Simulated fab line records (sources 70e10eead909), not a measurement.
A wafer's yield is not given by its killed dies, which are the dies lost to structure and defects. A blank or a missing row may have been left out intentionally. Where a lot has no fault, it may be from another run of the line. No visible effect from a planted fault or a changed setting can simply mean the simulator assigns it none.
Comparing a struck lot with a sound one -- flow nandHarc -- 13 out of 1302 route steps
Sound: these wafers, L127.1, L127.3, L127.6. Wafers L122.4, L122.6 were the ones struck. Last of all comes the cause.
Per side, at each step with rows, come the tool, then ch with its chambers, and then its first start. Under that, the readings that differ: sound wafers -- struck wafers -- difference of the means -- sigmas: that difference in standard deviations of wafers without a fault.
alike: a reading whose means differ by less than 2 such deviations, as well as words and numbers matching on both sides. not compared: withheld readings; readings where some wafer has no value; bounds like >300 that might hide an equal value; numbers whose values overlap and for which the record gives no deviation.
The two part at a step that has a row with sigmas, a row that says differs or no value, or rows on one side only. When numbers do not overlap yet have no deviation, they are printed without sigmas and do not part them. A reading that every wafer of one side lacks parts them only if that side has two wafers or more.

first, 6 steps without rows for these wafers: NHARC_A_STAIRCASE_SOFTBAKE_212 (time 170 s); NHARC_A_STAIRCASE_EBR_213; NHARC_A_STAIRCASE_EXPOSE_214 (exposes mask STAIR 3); NHARC_A_STAIRCASE_PEB_215 (peb time 130 s); NHARC_A_STAIRCASE_DEVELOP_216 (time 140 s); NHARC_A_STAIRCASE_HARDBAKE_218 (time 140 s).
NHARC_A_STAIRCASE_DESCUM_219: chemistry O2, time 3 s.
  sound on rieDiel-01 ch 0,1,2, day 21 14:58; struck on rieDiel-07 ch 0,2, day 19 13:24
  alike: drypumpMotorCurrentA, oesProductAu, rfVppV, showerheadPlenumPTorr, throttleValvePct
  not compared: rfHoursCounterH
NHARC_A_STAIRCASE_TRIM_220: chemistry O2, time 211.2 s.
  sound on rieDiel-01 ch 0,2,3, day 21 15:02; struck on rieDiel-07 ch 0, day 19 13:29
reading,sound,struck,difference,sigmas
drypumpMotorCurrentA (A),6.2 6.0 5.4,5.0 5.0,-0.9,-2
  alike: oesProductAu, rfVppV, runLengthS, showerheadPlenumPTorr, throttleValvePct
  not compared: rfHoursCounterH
NHARC_A_STAIRCASE_ETCH_221: etches the open film in C4F8/O2, target depth 100 nm, time 40.5 s.
  sound: rieDiel-01 ch 0,2; struck: rieDiel-07 ch 1,3
  alike: oesProductAu, rfVppV
  not compared: rfHoursCounterH
NHARC_A_STAIRCASE_TRIM_222: chemistry O2, time 211.2 s.
  sound: rieDiel-01 ch 2,3; struck: rieDiel-07 ch 1,2
  alike: drypumpMotorCurrentA, oesProductAu, rfVppV, runLengthS, showerheadPlenumPTorr, throttleValvePct
  not compared: rfHoursCounterH
NHARC_A_STAIRCASE_ETCH_223: etches the open film in C4F8/O2, target depth 100 nm, time 40.5 s.
  sound: rieDiel-01 ch 0,1,2; struck: rieDiel-07 ch 0
  alike: oesProductAu, rfVppV
  not compared: rfHoursCounterH
NHARC_A_STAIRCASE_TRIM_224: chemistry O2, time 211.2 s.
  sound on rieDiel-01 ch 0,2, day 21 15:31; struck on rieDiel-07 ch 0,3, day 19 13:59
reading,sound,struck,difference,sigmas
runLengthS (s),231.9 232.5 232.9,220.9 220.8,-11.6,-27
  alike: drypumpMotorCurrentA, oesProductAu, rfVppV, showerheadPlenumPTorr, throttleValvePct
  not compared: rfHoursCounterH
then, 1 step without rows for these wafers: NHARC_A_STAIRCASE_ETCH_225 (etches the open film in C4F8/O2, target depth 100 nm, time 40.5 s).

WHERE THEY PART
First at NHARC_A_STAIRCASE_TRIM_220; last, within this record, at NHARC_A_STAIRCASE_TRIM_224.

WHY: what the simulator had put in
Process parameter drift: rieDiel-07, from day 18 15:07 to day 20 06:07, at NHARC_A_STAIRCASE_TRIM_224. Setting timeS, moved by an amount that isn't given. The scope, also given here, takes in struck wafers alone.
